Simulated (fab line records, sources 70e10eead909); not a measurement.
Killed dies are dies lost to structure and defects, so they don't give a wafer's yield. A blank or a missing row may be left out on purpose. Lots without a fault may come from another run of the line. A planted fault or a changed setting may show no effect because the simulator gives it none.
fab line records | flow nand_harc
record lots=24 wafers=72 last_day=33
route steps=1302 shown A_CONTACT@1092 A_BLC@1125 A_M0@1159 A_M1@1179
lots that met no fault: from a run of the same line without faults
start_h: hours from the record's first day to the start of the lot's first wafer shown | wait_h: hours since the lot's step before | " the same as in the row above | L1.1+2: a row that stands for several wafers | - no value, or no start given | * or withheld: withheld | < > ~ a bound
route shown NAME@n: a module of which the file shows steps, and the number in the route of the first | usual: mean/standard deviation of fault-free wafers | same: alike in all rows | chamber/n: place in a boat | sites: the reading at each site | _std_site: their standard deviation | _edge_site: outer sites' mean less inner sites' | radius_mm: how far each site lies from the wafer's centre | mask NAME#n: copy n | behind: the tool/chamber that last shaped the wafer | hold: why the lot was held/for how many hours/how that ended | device: the transistor (n, p or np) that didn't switch | end of line: the same wafers' tests at the end of the route | a step without rows: its recipe alone | killed: dies lost to structure and defects at the first sort, not the wafer's yield | map: a wafer's dies, x killed, . not, _ none there
set.NAME: the setting as run; set.NAME@STEP: as run at that earlier step | model.NAME: the simulator's own value behind a step, which no gauge read
steps of the route over a sample of lots; a table a step, a row a wafer
services: from which hour (start_h, from the record's first day; less than 0 if before it) a tool's chamber was out of use, for how many hours, and why
## steps
# step NHARC_A_CONTACT_ETCH_92
# recipe target_depth_a=400 over_etch_frac=0.5 time_s=85.7 ion_energy_ev=120 ch3f_flow_sccm=50 o2_flow_sccm=30 ar_flow_sccm=200 rf_w=500 bias_w=100 chemistry=CH3F/O2
# usual drypump_motor_current_A=5.7/0.53 oes_product_au=0.94/0.031 rf_vpp_V=244.8/1.5 showerhead_plenum_p_Torr=2.49/0.085 throttle_valve_pct=20.663/0.009
# columns lot.wafer tool chamber start_h wait_h drypump_motor_current_A oes_product_au rf_hours_counter_h rf_vpp_V showerhead_plenum_p_Torr throttle_valve_pct
L075.3 rie_diel-06 0 512.57 0.4 6.4 0.94 4 247.1 2.57 20.670
L075.1 " 1 " " 5.1 0.92 4 244.2 2.40 20.658
L075.2 " 3 " " 5.3 0.95 3 246.0 2.46 20.661
L074.3 rie_diel-05 1 531.20 0.4 5.5 0.92 38 241.2 2.33 20.662
L074.1 " 3 " " 5.3 0.92 38 245.7 2.48 20.656
L074.4 " 3 " " 5.3 0.92 - 243.6 2.48 20.669
L076.2 rie_diel-05 2 537.76 0.5 6.2 0.92 41 247.7 2.62 20.654
L076.5 " 2 " " 6.2 0.91 - 246.1 2.62 20.679
L076.6 " 3 " " 5.4 0.92 - 244.4 2.48 20.672
L077.2 rie_diel-06 3 542.97 0.5 5.3 0.93 7 244.6 2.46 20.657
L077.3 " 0 " " 6.4 0.94 7 246.5 2.57 20.668
L077.5 " 0 " " 6.4 0.92 - 245.2 2.57 20.679
L078.3 rie_diel-07 1 550.79 0.4 5.8 1.01 26 246.0 2.62 20.669
L078.4 " 3 " " 6.1 1.01 25 246.5 2.52 20.676
L078.6 " 1 " " 5.8 1.01 - 247.1 2.62 20.663
L079.2 rie_diel-06 1 554.15 0.5 5.0 0.90 9 244.2 2.40 20.659
L079.3 " 3 " " 5.3 0.93 8 245.6 2.46 20.666
L079.5 " 1 " " 5.1 0.92 - 243.4 2.40 20.663
L082.2 rie_diel-06 3 586.77 0.6 5.4 0.94 15 244.1 2.46 20.672
L082.1 " 0 " " 6.4 0.93 14 245.5 2.56 20.669
L082.6 " 2 " " 6.3 0.94 - 245.6 2.52 20.654
L081.1 rie_diel-06 2 587.50 0.5 6.3 0.95 15 246.4 2.52 20.664
L081.2 " 3 " " 5.3 0.94 15 243.3 2.46 20.666
L081.5 " 1 " " 5.0 0.92 - 242.9 2.40 20.669
L080.3 rie_diel-05 3 594.54 0.4 5.3 1.02 0 246.0 2.47 20.668
L080.1 " 2 " " 6.2 1.01 0 246.4 2.61 20.667
L080.6 " 2 " " 6.2 1.00 - 245.9 2.61 20.668
L083.1 rie_diel-06 2 596.86 0.5 6.3 0.93 16 244.8 2.52 20.666
L083.3 " 0 " " 6.4 0.93 16 246.2 2.56 20.655
L083.5 " 2 " " 6.2 0.94 - 244.4 2.52 20.684
L084.4 rie_diel-05 1 639.60 0.4 5.5 0.93 14 242.1 2.32 20.653
L084.6 " 2 " " 6.2 0.93 - 247.1 2.61 20.678
L084.5 " 3 " " 5.3 0.93 - 243.5 2.46 20.657
L085.4 rie_diel-07 2 642.06 0.4 5.7 0.92 56 240.6 2.27 20.667
L085.1 " 3 " " 6.1 0.93 60 244.9 2.50 20.669
L085.6 " 3 " " 6.1 0.92 - 244.6 2.50 20.656
L086.1 rie_diel-07 3 642.24 0.6 6.2 0.93 60 243.7 2.50 20.646
L086.3 " 0 " " 5.9 0.93 56 245.3 2.52 20.668
L086.6 " 1 " " 5.8 0.92 - 246.5 2.61 20.665
L087.4 rie_diel-06 1 644.47 0.4 5.0 0.93 25 242.6 2.40 20.656
L087.2 " 3 " " 5.4 0.94 24 243.7 2.46 20.684
L087.5 " 2 " " 6.3 0.94 - 243.4 2.51 20.665
L089.3 rie_diel-06 2 656.37 0.4 6.3 0.94 26 246.4 2.51 20.666
L089.1 " 1 " " 5.1 0.93 28 244.7 2.39 20.663
L089.5 " 3 " " 5.3 0.93 - 245.3 2.46 20.665
L088.3 rie_diel-07 2 659.43 0.4 5.7 0.99 1 246.8 2.66 20.658
L088.4 " 0 " " 5.9 1.00 0 245.6 2.52 20.674
L088.5 " 2 " " 5.7 0.99 - 246.5 2.66 20.665
L092.1 rie_diel-06 0 673.87 0.5 6.4 1.00 0 245.7 2.56 20.650
L092.4 " 2 " " 6.3 1.00 0 244.8 2.51 20.662
L092.5 " 0 " " 6.4 1.00 - 246.5 2.56 20.686
L090.4 rie_diel-06 1 677.45 0.4 5.0 0.98 0 242.9 2.39 20.661
L090.1 " 3 " " 5.3 1.00 1 244.8 2.45 20.647
L090.5 " 2 " " 6.3 1.00 - 245.8 2.51 20.652
L091.4 rie_diel-06 1 683.06 0.4 5.1 0.91 1 243.3 2.39 20.670
L091.2 " 2 " " 6.3 0.93 1 245.9 2.51 20.663
L091.5 " 3 " " 5.3 0.92 - 244.7 2.45 20.654
L093.1 rie_diel-06 0 721.07 0.5 6.4 0.92 7 245.6 2.56 20.647
L093.4 " 2 " " 6.3 0.92 8 245.7 2.51 20.656
L093.5 " 1 " " 5.1 0.91 - 243.6 2.39 20.666
L095.3 rie_diel-06 3 724.50 0.4 5.3 0.92 9 244.5 2.45 20.662
L095.2 " 1 " " 5.0 0.91 8 242.6 2.39 20.661
L095.6 " 3 " " 5.3 0.92 - 244.6 2.45 20.659
L097.4 rie_diel-06 2 726.23 0.4 6.3 0.94 10 244.8 2.51 20.656
L097.3 " 0 " " 6.4 0.92 8 245.5 2.55 20.660
L097.6 " 3 " " 5.3 0.93 - 244.2 2.45 20.672
L094.1 rie_diel-06 1 728.07 0.5 5.0 0.92 8 243.6 2.39 20.660
L094.4 " 2 " " 6.2 0.93 10 245.4 2.51 20.652
L094.2 " 3 " " 5.3 0.91 10 244.8 2.45 20.663
L096.1 rie_diel-07 1 744.09 0.6 5.8 0.94 24 247.6 2.60 20.666
L096.5 " 2 " " 5.7 0.93 - 246.6 2.65 20.659
L096.6 " 3 " " 6.1 0.93 - 244.8 2.49 20.663
# step NHARC_A_CONTACT_CMP_20
# recipe t_overpolish_s=30 target_thk_nm=300
# usual motor_current_A=12.0/1.9 overpolish_run_s=30.001/0.0088 slurry_flow_ml_min=150.0/0.47 time_to_endpoint_s=60/3.6
# columns lot.wafer tool chamber start_h wait_h motor_current_A overpolish_run_s slurry_flow_ml_min time_to_endpoint_s
L075.3 cmp-02 1 515.56 0.9 9.2 29.997 150.6 55
L075.1 " 2 " " 14.7 30.007 150.4 62
L075.2 " 3 " " 11.6 30.020 150.1 55
L074.3 cmp-01 3 533.67 0.4 11.0 30.010 148.7 59
L074.1 " 0 " " 14.2 29.993 150.3 58
L074.4 " 2 " " 11.7 29.996 150.2 55
L076.2 cmp-02 2 540.50 0.8 14.8 30.003 150.6 65
L076.5 " 2 " " 14.4 29.993 149.8 69
L076.6 " 3 " " 11.0 30.006 150.5 62
L077.2 cmp-04 1 545.26 0.6 15.5 29.994 150.3 66
L077.3 " 2 " " 11.0 30.014 150.1 61
L077.5 " 2 " " 11.1 29.990 150.6 59
L078.3 cmp-04 3 553.15 0.4 12.2 30.003 150.7 58
L078.4 " 2 " " 11.2 30.011 150.1 55
L078.6 " 3 " " 12.2 30.007 149.8 56
L079.2 cmp-01 3 556.57 0.7 11.0 30.006 149.9 59
L079.3 " 0 " " 14.3 30.000 150.7 59
L079.5 " 2 " " 11.3 29.992 149.8 53
L082.2 cmp-04 3 589.00 0.6 12.3 30.011 150.4 63
L082.1 " 0 " " 9.9 30.003 149.9 58
L082.6 " 3 " " 12.4 30.021 149.4 62
L081.1 cmp-02 1 589.76 0.6 9.9 30.011 150.6 60
L081.2 " 2 " " 15.2 29.988 149.6 63
L081.5 " 1 " " 10.2 30.000 150.2 59
L080.1 cmp-02 3 596.84 0.7 12.0 29.988 149.3 59
L080.3 " 1 " " 9.7 29.998 149.8 58
L080.6 " 0 " " 10.7 29.991 149.8 66
L083.3 cmp-04 2 599.14 0.4 11.3 30.007 150.3 57
L083.1 " 0 " " 8.7 29.992 149.6 58
L083.5 " 2 " " 11.1 29.983 150.6 58
L084.4 cmp-02 0 641.87 0.6 10.7 30.003 150.5 62
L084.5 " 2 " " 14.5 29.994 150.0 59
L084.6 " 3 " " 11.8 30.013 149.7 56
L086.3 cmp-01 0 644.54 0.5 13.8 30.000 150.1 60
L086.1 " 2 " " 11.9 30.001 149.6 56
L086.6 " 1 " " 14.3 29.988 149.7 66
L085.4 cmp-02 1 647.14 0.5 9.7 30.012 150.0 54
L085.1 " 0 " " 11.0 30.009 149.8 59
L085.6 " 2 " " 14.1 30.003 150.7 61
L087.2 cmp-01 3 647.93 0.7 10.9 30.009 150.4 64
L087.4 " 0 " " 14.0 29.999 148.9 63
L087.5 " 3 " " 11.4 30.004 149.2 64
L089.1 cmp-02 3 659.15 0.6 10.9 29.993 149.4 56
L089.3 " 0 " " 10.0 30.006 149.9 61
L089.5 " 0 " " 10.4 30.008 149.6 57
L088.4 cmp-01 2 661.67 0.4 11.7 29.998 150.3 57
L088.3 " 3 " " 11.3 29.998 150.3 60
L088.5 " 2 " " 12.1 30.007 149.4 58
L092.4 cmp-02 0 676.11 0.4 11.3 30.006 149.8 63
L092.1 " 1 " " 10.2 30.007 149.8 53
L092.5 " 0 " " 10.2 30.011 150.4 62
L090.4 cmp-01 3 679.71 0.5 11.2 29.987 150.2 64
L090.1 " 0 " " 14.3 29.996 149.2 66
L090.5 " 0 " " 14.1 30.008 150.3 65
L091.2 cmp-02 3 685.26 0.8 11.7 29.998 149.6 58
L091.4 " 0 " " 10.2 29.984 149.9 62
L091.5 " 3 " " 11.1 30.012 150.2 55
L093.1 cmp-04 3 723.55 0.6 12.9 29.978 148.8 57
L093.4 " 0 " " 9.6 30.000 150.6 55
L093.5 " 0 " " 9.2 30.006 150.2 56
L095.3 cmp-01 0 726.79 0.4 13.4 30.015 149.9 58
L095.2 " 1 " " 13.5 29.998 149.9 63
L095.6 " 3 " " 11.4 29.997 150.6 59
L097.4 cmp-04 0 728.49 0.4 9.3 29.998 149.7 58
L097.3 " 2 " " 10.9 30.009 150.1 59
L097.6 " 0 " " 9.0 29.983 149.4 59
L094.2 cmp-02 3 730.34 0.7 11.1 30.003 150.5 56
L094.1 " 0 " " 10.7 29.996 149.5 59
L094.4 " 1 " " 9.6 29.997 149.7 54
L096.1 cmp-04 1 746.33 0.8 15.1 29.997 150.1 64
L096.6 " 1 " " 15.0 30.002 149.1 62
L096.5 " 2 " " 10.6 30.008 150.8 61
# step NHARC_A_BLC_STRIP_29
# recipe cf4_flow_sccm=150 ar_flow_sccm=0 bias_w=0 chemistry=CF4
# usual drypump_motor_current_A=5.8/0.42 oes_product_au=1.004/0.0086 rf_vpp_V=59.6/0.95 showerhead_plenum_p_Torr=1.79/0.067 throttle_valve_pct=13.283/0.0093
# columns lot.wafer tool chamber start_h wait_h drypump_motor_current_A oes_product_au rf_hours_counter_h rf_vpp_V showerhead_plenum_p_Torr throttle_valve_pct
L075.3 rie_diel-03 0 517.70 0.1 5.7 0.999 18 58.9 1.65 13.297
L075.2 " 2 " " 6.1 0.996 19 59.2 1.88 13.273
L075.1 " 3 " " 6.6 1.004 21 60.6 1.89 13.282
L074.4 rie_diel-01 0 535.68 0.1 5.2 0.998 13 60.9 1.84 13.275
L074.3 " 2 " " 6.4 0.992 11 60.5 1.80 13.286
L074.1 " 3 " " 5.6 0.993 12 59.7 1.83 13.295
L076.2 rie_diel-13 2 542.65 0.1 5.1 1.000 1 59.7 1.80 13.292
L076.6 " 2 " " 5.1 1.009 - 59.1 1.80 13.287
L076.5 " 3 " " 5.9 1.005 - 57.4 1.74 13.265
L077.2 rie_diel-13 2 547.27 0.1 5.1 1.000 1 59.0 1.80 13.283
L077.3 " 3 " " 5.9 1.004 1 59.3 1.74 13.272
L077.5 " 3 " " 5.9 1.004 - 61.6 1.74 13.290
L078.3 rie_diel-01 3 555.28 0.1 5.6 1.000 14 59.4 1.83 13.284
L078.4 " 0 " " 5.2 1.007 15 59.8 1.84 13.290
L078.6 " 3 " " 5.6 1.005 - 60.4 1.83 13.281
L079.3 rie_diel-13 2 558.67 0.1 5.1 1.007 1 60.1 1.80 13.296
L079.2 " 0 " " 6.0 1.000 2 59.3 1.66 13.274
L079.5 " 2 " " 5.1 1.001 - 61.4 1.80 13.292
L082.2 rie_diel-13 0 591.30 0.2 6.0 1.010 4 59.9 1.66 13.299
L082.1 " 2 " " 5.1 1.018 4 61.4 1.80 13.284
L082.6 " 0 " " 6.0 0.997 - 58.9 1.66 13.272
L081.1 rie_diel-13 0 591.91 0.1 6.0 1.003 5 59.5 1.66 13.260
L081.2 " 1 " " 6.0 0.993 4 58.5 1.81 13.291
L081.5 " 3 " " 5.9 1.006 - 57.8 1.74 13.300
L080.1 rie_diel-13 0 598.99 0.1 6.0 0.992 5 59.2 1.66 13.270
L080.3 " 1 " " 6.0 0.993 5 58.7 1.81 13.271
L080.6 " 1 " " 6.0 1.004 - 59.4 1.81 13.286
L083.3 rie_diel-01 0 601.47 0.1 5.3 1.010 3 60.8 1.84 13.283
L083.1 " 2 " " 6.4 1.009 4 59.7 1.80 13.271
L083.5 " 3 " " 5.6 1.004 - 60.3 1.83 13.280
L084.4 rie_diel-01 3 643.85 0.1 5.6 1.028 5 60.2 1.83 13.299
L084.6 " 1 " " 5.6 1.008 - 59.6 1.78 13.282
L084.5 " 2 " " 6.4 1.011 - 61.0 1.80 13.288
L086.1 rie_diel-01 0 646.56 0.1 5.2 1.008 5 60.9 1.84 13.271
L086.3 " 1 " " 5.6 1.010 6 60.3 1.78 13.277
L086.6 " 0 " " 5.2 1.006 - 59.9 1.84 13.286
L085.1 rie_diel-13 1 649.29 0.1 6.0 0.995 7 60.1 1.81 13.273
L085.4 " 2 " " 5.1 0.998 8 59.5 1.80 13.272
L085.6 " 1 " " 6.1 0.996 - 59.3 1.81 13.287
L087.2 rie_diel-03 3 650.25 0.1 6.6 1.013 3 59.9 1.87 13.270
L087.5 " 2 " " 6.0 0.991 - 60.1 1.87 13.272
L087.4 " 3 " " 6.7 1.009 - 60.6 1.88 13.290
L089.1 rie_diel-01 0 661.30 0.1 5.3 1.002 7 61.8 1.84 13.290
L089.3 " 2 " " 6.4 1.006 9 59.1 1.80 13.282
L089.5 " 0 " " 5.2 0.999 - 60.3 1.84 13.276
L088.3 rie_diel-01 2 663.80 0.1 6.4 1.019 9 58.7 1.80 13.279
L088.4 " 0 " " 5.2 1.009 7 59.2 1.84 13.277
L088.5 " 2 " " 6.4 1.006 - 60.9 1.80 13.303
L092.4 rie_diel-01 2 678.25 0.1 6.4 1.007 10 60.7 1.80 13.275
L092.1 " 0 " " 5.2 1.014 8 60.0 1.84 13.287
L092.5 " 3 " " 5.6 1.018 - 59.4 1.82 13.272
L090.4 rie_diel-01 3 681.86 0.1 5.6 1.017 10 60.3 1.82 13.281
L090.1 " 1 " " 5.6 1.009 9 58.7 1.78 13.305
L090.5 " 3 " " 5.6 1.007 - 59.2 1.82 13.291
L091.2 rie_diel-03 2 687.43 0.1 6.1 0.996 15 59.0 1.86 13.282
L091.4 " 3 " " 6.7 1.004 13 60.6 1.87 13.282
L091.5 " 1 " " 6.1 1.006 - 61.8 1.89 13.273
L093.4 rie_diel-13 3 725.93 0.1 5.9 0.998 1 58.6 1.74 13.273
L093.1 " 0 " " 6.0 1.000 1 58.7 1.66 13.280
L093.5 " 3 " " 5.9 1.011 - 59.8 1.73 13.284
L095.2 rie_diel-01 3 728.88 0.1 5.6 1.002 13 59.8 1.82 13.294
L095.3 " 0 " " 5.2 1.007 13 59.7 1.84 13.273
L095.6 " 0 " " 5.2 0.995 - 58.6 1.84 13.288
L097.4 rie_diel-03 2 730.62 0.1 6.0 1.000 25 58.5 1.86 13.290
L097.3 " 3 " " 6.7 1.002 24 59.0 1.87 13.266
L097.6 " 1 " " 6.1 1.001 - 60.7 1.89 13.290
L094.2 rie_diel-13 0 732.45 0.1 6.0 1.001 2 59.8 1.66 13.297
L094.4 " 1 " " 6.1 0.994 1 60.1 1.80 13.292
L094.1 " 2 " " 5.1 1.002 1 57.7 1.80 13.293
L096.1 rie_diel-13 0 748.36 0.1 6.0 0.998 3 59.5 1.65 13.298
L096.5 " 1 " " 6.1 1.001 - 59.1 1.80 13.279
L096.6 " 2 " " 5.1 1.005 - 59.8 1.80 13.289
# step NHARC_A_M0_PVD_21
# recipe target_thk_a=300 chamber_pressure_pa=5 power_w=5000 substrate_temp_c=30 time_s=20.49 material=Cu
# usual throttle_valve_pct=29.7/1.5
# columns lot.wafer tool chamber start_h wait_h throttle_valve_pct
L075.3 pvd_sputter-02 - - - 31.1
L075.2 " - " " 29.3
L075.1 " - " " 28.5
L074.4 pvd_sputter-01 - - - 30.0
L074.3 " - " " 30.8
L074.1 " - " " 29.7
L076.2 pvd_sputter-02 - - - 30.0
L076.5 " - " " 30.7
L076.6 " - " " 28.1
L077.2 pvd_sputter-02 - - - 30.3
L077.3 " - " " 29.2
L077.5 " - " " 28.3
L078.4 pvd_sputter-03 - - - 28.2
L078.3 " - " " 27.9
L078.6 " - " " 28.1
L079.3 pvd_sputter-03 - - - 33.3
L079.2 " - " " 28.7
L079.5 " - " " 27.8
L082.2 pvd_sputter-01 - - - 30.7
L082.1 " - " " 30.1
L082.6 " - " " 30.2
L081.1 pvd_sputter-02 - - - 29.4
L081.2 " - " " 30.6
L081.5 " - " " 29.2
L080.3 pvd_sputter-01 - - - 28.9
L080.1 " - " " 30.4
L080.6 " - " " 28.9
L083.1 pvd_sputter-02 - - - 31.0
L083.3 " - " " 28.4
L083.5 " - " " 29.4
L084.4 pvd_sputter-03 - - - 27.8
L084.6 " - " " 33.1
L084.5 " - " " 28.0
L086.3 pvd_sputter-03 - - - 27.9
L086.1 " - " " 28.0
L086.6 " - " " 29.0
L085.4 pvd_sputter-02 - - - 29.0
L085.1 " - " " 28.5
L085.6 " - " " 29.1
L087.4 pvd_sputter-01 - - - 30.1
L087.2 " - " " 29.8
L087.5 " - " " 29.6
L089.3 pvd_sputter-03 - - - 28.3
L089.1 " - " " 33.3
L089.5 " - " " 28.2
L088.3 pvd_sputter-03 - - - 33.0
L088.4 " - " " 28.1
L088.5 " - " " 33.0
L092.4 pvd_sputter-01 - - - 29.7
L092.1 " - " " 30.4
L092.5 " - " " 29.8
L090.1 pvd_sputter-02 - - - 28.7
L090.4 " - " " 29.2
L090.5 " - " " 30.8
L091.4 pvd_sputter-02 - - - 28.8
L091.2 " - " " 30.7
L091.5 " - " " 30.0
L093.4 pvd_sputter-01 - - - 29.0
L093.1 " - " " 30.4
L093.5 " - " " 29.6
L095.3 pvd_sputter-03 - - - 28.2
L095.2 " - " " 28.2
L095.6 " - " " 28.6
L097.3 pvd_sputter-02 - - - 28.9
L097.4 " - " " 30.6
L097.6 " - " " 30.2
L094.2 pvd_sputter-03 - - - 28.5
L094.4 " - " " 32.5
L094.1 " - " " 28.2
L096.1 pvd_sputter-03 - - - 32.5
L096.6 " - " " 28.5
L096.5 " - " " 32.9
# step NHARC_A_M0_DEP_32
# recipe target_thk_a=300 temp_c=370 target_thk_nm=30 pressure_torr=3 flow_sccm=200 rf_w=450 material=SiCN
# usual chamber_pressure_Torr=2.999/0.007 heater_power_w=586/63 showerhead_vpp_V=1321/100
# columns lot.wafer tool chamber start_h wait_h chamber_pressure_Torr heater_power_w showerhead_vpp_V
L075.1 pecvd-02 2 523.44 0.1 2.996 555 1407
L075.3 " 0 " " 3.002 648 1438
L075.2 " 1 " " 3.005 586 1162
L074.3 pecvd-03 1 541.21 0.1 3.009 556 1281
L074.1 " 0 " " 3.004 628 1248
L074.4 " 0 " " 3.009 606 1243
L076.2 pecvd-04 1 548.22 0.1 3.004 607 1280
L076.6 " 0 " " 2.988 493 1431
L076.5 " 1 " " 2.994 612 1301
L077.3 pecvd-02 1 553.14 0.1 3.003 560 1192
L077.2 " 0 " " 2.998 759 1472
L077.5 " 1 " " 2.996 584 1203
L078.3 pecvd-03 1 561.41 0.1 3.000 494 1264
L078.4 " 1 " " 2.998 497 1272
L078.6 " 2 " " 3.009 421 1422
L079.2 pecvd-03 0 564.24 0.1 2.990 633 1247
L079.3 " 2 " " 2.997 514 1404
L079.5 " 1 " " 3.010 543 1270
L082.2 pecvd-04 1 597.00 0.1 2.994 513 1265
L082.1 " 2 " " 2.995 617 1190
L082.6 " 0 " " 2.998 515 1402
L081.1 pecvd-03 2 597.65 0.1 2.989 447 1408
L081.2 " 1 " " 3.009 575 1271
L081.5 " 2 " " 2.998 433 1404
L080.3 pecvd-04 1 604.50 0.1 2.995 507 1274
L080.1 " 0 " " 2.983 570 1389
L080.6 " 1 " " 2.998 528 1285
L083.1 pecvd-04 1 607.08 0.1 3.001 560 1298
L083.3 " 0 " " 2.999 599 1416
L083.5 " 2 " " 2.996 592 1183
L084.5 pecvd-02 2 649.51 0.2 3.023 578 1382
L084.4 " 0 " " 2.998 700 1453
L084.6 " 1 " " 3.005 621 1215
L086.1 pecvd-02 1 652.23 0.1 2.999 628 1212
L086.3 " 1 " " 2.993 631 1197
L086.6 " 2 " " 3.009 622 1389
L085.1 pecvd-03 2 655.03 0.1 3.003 414 1405
L085.4 " 1 " " 2.997 600 1311
L085.6 " 2 " " 3.002 419 1386
L087.2 pecvd-02 2 656.12 0.1 2.997 538 1391
L087.4 " 2 " " 3.006 545 1395
L087.5 " 2 " " 3.002 538 1412
L089.3 pecvd-02 2 666.91 0.1 3.008 574 1402
L089.1 " 0 " " 3.000 656 1465
L089.5 " 1 " " 3.010 590 1207
L088.3 pecvd-02 2 669.46 0.1 3.002 608 1386
L088.5 " 1 " " 2.992 609 1199
L088.4 " 0 " " 3.004 649 1460
L092.1 pecvd-04 1 683.91 0.1 3.004 560 1276
L092.5 " 1 " " 3.004 570 1294
L092.4 " 0 " " 2.993 594 1406
L090.1 pecvd-02 2 687.53 0.1 3.004 622 1378
L090.4 " 1 " " 2.994 607 1203
L090.5 " 2 " " 3.002 621 1391
L091.2 pecvd-03 1 693.63 0.1 3.010 594 1290
L091.4 " 1 " " 3.000 568 1285
L091.5 " 2 " " 2.991 456 1394
L093.1 pecvd-02 1 731.61 0.1 3.000 609 1197
L093.4 " 2 " " 2.991 583 1385
L093.5 " 1 " " 2.996 602 1183
L095.2 pecvd-02 1 734.70 0.1 2.994 593 1148
L095.3 " 2 " " 3.005 561 1397
L095.6 " 2 " " 3.003 575 1392
L097.3 pecvd-02 2 736.34 0.1 2.993 570 1402
L097.6 " 0 " " 2.994 698 1422
L097.4 " 2 " " 3.001 580 1396
L094.2 pecvd-02 0 738.12 0.1 3.009 631 1451
L094.1 " 1 " " 2.999 572 1187
L094.4 " 0 " " 3.007 644 1451
L096.1 pecvd-04 0 754.32 0.1 2.999 557 1407
L096.5 " 1 " " 2.990 587 1278
L096.6 " 0 " " 2.997 586 1404
# step NHARC_A_M1_CD_MEAS_09
# recipe target_cd_nm=120 landing_energy_ev=500
# usual cd_nm=119.6/0.69
# columns lot.wafer tool chamber start_h wait_h cd_nm
L075.1 cd_sem-01 0 524.56 - 119.8
L075.2 " 0 " " 119.2
L075.3 " 0 " " 117.9
L074.1 cd_sem-02 0 542.31 - 119.5
L074.3 " 0 " " 117.9
L074.4 " 0 " " 119.1
L076.2 cd_sem-01 0 549.36 - 120.1
L076.5 " 0 " " 120.4
L076.6 " 0 " " 119.7
L077.2 cd_sem-03 0 554.24 - 117.9
L077.3 " 0 " " 119.1
L077.5 " 0 " " 118.4
L078.3 cd_sem-02 0 562.65 - 119.9
L078.4 " 0 " " 120.0
L078.6 " 0 " " 119.6
L079.2 cd_sem-02 0 565.34 - 119.1
L079.3 " 0 " " 119.1
L079.5 " 0 " " 118.6
L082.1 cd_sem-03 0 598.23 - 119.1
L082.2 " 0 " " 118.2
L082.6 " 0 " " 119.2
L081.1 cd_sem-01 0 598.75 - 119.3
L081.2 " 0 " " 120.0
L081.5 " 0 " " 120.9
L080.1 cd_sem-01 0 605.60 - 119.0
L080.3 " 0 " " 118.7
L080.6 " 0 " " 119.1
L083.1 cd_sem-02 0 608.33 - 120.3
L083.3 " 0 " " 118.8
L083.5 " 0 " " 118.5
L084.4 cd_sem-02 0 650.51 - 120.3
L084.5 " 0 " " 119.4
L084.6 " 0 " " 120.2
L086.1 cd_sem-03 0 653.59 - 120.8
L086.3 " 0 " " 119.9
L086.6 " 0 " " 120.2
L085.1 cd_sem-02 0 656.24 - 120.5
L085.4 " 0 " " 120.3
L085.6 " 0 " " 120.9
L087.2 cd_sem-01 0 657.49 - 119.3
L087.4 " 0 " " 119.7
L087.5 " 0 " " 120.3
L089.1 cd_sem-02 0 668.29 - 120.2
L089.3 " 0 " " 120.4
L089.5 " 0 " " 119.9
L088.3 cd_sem-01 0 670.54 - 118.5
L088.4 " 0 " " 120.0
L088.5 " 0 " " 119.5
L092.1 cd_sem-03 0 685.19 - 119.9
L092.4 " 0 " " 120.0
L092.5 " 0 " " 120.4
L090.1 cd_sem-02 0 688.69 - 119.5
L090.4 " 0 " " 120.4
L090.5 " 0 " " 119.6
L091.2 cd_sem-03 0 694.94 - 120.1
L091.4 " 0 " " 119.9
L091.5 " 0 " " 120.0
L093.1 cd_sem-02 0 732.76 - 119.4
L093.4 " 0 " " 119.7
L093.5 " 0 " " 118.4
L095.2 cd_sem-03 0 735.81 - 118.7
L095.3 " 0 " " 119.8
L095.6 " 0 " " 119.7
L097.3 cd_sem-03 0 737.49 - 119.4
L097.4 " 0 " " 120.2
L097.6 " 0 " " 120.4
L094.1 cd_sem-03 0 739.48 - 119.7
L094.2 " 0 " " 118.7
L094.4 " 0 " " 120.5
L096.1 cd_sem-02 0 755.48 - 120.3
L096.5 " 0 " " 120.1
L096.6 " 0 " " 120.5
## services
# columns tool chamber start_h hours kind
rie_diel-01 1 499.35 4.7 repair
rie_diel-13 - 519.06 9.0 pm
cmp-02 - 527.37 4.0 pm
pvd_sputter-03 - 538.22 10.0 pm
rie_diel-01 - 557.80 9.0 pm
rie_diel-13 3 578.80 7.1 repair
pecvd-02 - 589.00 13.0 pm
rie_diel-01 1 598.14 4.5 repair
rie_diel-01 - 603.20 0.9 repair
pecvd-02 2 608.65 5.5 repair
cmp-02 - 625.37 4.0 pm
rie_diel-01 2 628.26 7.0 repair
rie_diel-06 2 630.23 8.0 repair
pvd_sputter-02 - 638.08 10.0 pm
rie_diel-06 - 661.35 9.0 pm
pvd_sputter-03 - 663.61 0.7 repair
pvd_sputter-03 - 678.42 0.5 repair
rie_diel-13 - 696.06 9.0 pm
pvd_sputter-03 - 716.22 10.0 pm
cmp-02 - 723.37 4.0 pm
rie_diel-01 - 734.80 9.0 pm
rie_diel-13 - 742.04 1.7 repair
rie_diel-06 - 748.78 0.8 repair
rie_diel-01 1 751.83 5.3 repair
## key
fault none
